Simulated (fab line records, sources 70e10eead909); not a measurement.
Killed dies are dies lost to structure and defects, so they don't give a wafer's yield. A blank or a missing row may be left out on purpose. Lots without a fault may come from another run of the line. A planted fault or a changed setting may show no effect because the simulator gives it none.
Chamber matching | flow nand_harc | NHARC_A_ZERO_WELL_DESCUM_12 on rie_diel-04: 4 sister chambers
The step chemistry O2, time 3 s. 8 wafers are shown with their chamber, then 12 later ones without.

WAFERS WITH THEIR CHAMBER
wafer  | chamber | oes_product_au (a.u.) | rf_vpp_V (V)
L086.5 | 0       | 1.007                 | 57.4
L087.5 | 3       | 1.000                 | 57.1
L090.2 | 0       | 1.001                 | 58.7
L091.3 | 2       | 1.006                 | 56.3
L091.6 | 2       | 0.994                 | 56.3
L092.2 | 1       | 0.995                 | 57.4
L092.4 | 3       | 0.997                 | 57.5
L092.5 | 1       | 0.987                 | 57.7

WAFERS WITHOUT THEIR CHAMBER
wafer  | oes_product_au (a.u.) | rf_vpp_V (V)
L093.2 | 1.001                 | 57.4
L093.4 | 1.005                 | 58.3
L093.6 | 1.011                 | 56.9
L094.3 | 0.983                 | 57.6
L094.4 | 1.004                 | 57.9
L094.5 | 0.998                 | 58.4
L095.3 | 0.989                 | 56.7
L095.4 | 0.998                 | 54.8
L095.6 | 0.990                 | 55.8
L095.1 | 0.989                 | 57.1
L095.2 | 0.997                 | 58.1
L095.5 | 0.990                 | 59.1

WHICH CHAMBER EACH WENT THROUGH
wafer  | from the rows above               | in truth
L093.2 | can't be placed: 3 or 0 or 1 or 2 | 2
L093.4 | can't be placed: 0 or 3           | 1
L093.6 | can't be placed: 2 or 3 or 0 or 1 | 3
L094.3 | can't be placed: 1 or 3           | 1
L094.4 | can't be placed: 0 or 3           | 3
L094.5 | can't be placed: 0 or 1 or 3      | 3
L095.3 | can't be placed: 1 or 3 or 2      | 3
L095.4 | 2                                 | 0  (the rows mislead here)
L095.6 | can't be placed: 2 or 3 or 1      | 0
L095.1 | can't be placed: 1 or 3 or 2      | 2
L095.2 | can't be placed: 0 or 1 or 3      | 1
L095.5 | can't be placed: 1 or 0 or 3      | 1
Placed correctly: 0 of 12. Can't be placed from these rows: 11 (the true chamber is among the candidates in 9). Placed wrongly: 1.
How it was worked out, from the rows above alone: a wafer's distance from a chamber is the root of the sum, over the readings, of the square of ((its reading less the chamber's mean) divided by the reading's scatter). The wafer belongs to the nearest chamber; if the next one is less than 2 further off, it can't be placed. A chamber's mean is the mean of its shown wafers. The scatter: the root of (the sum of the squares of (reading less its chamber's mean) over the shown wafers, divided by (wafers less chambers)).
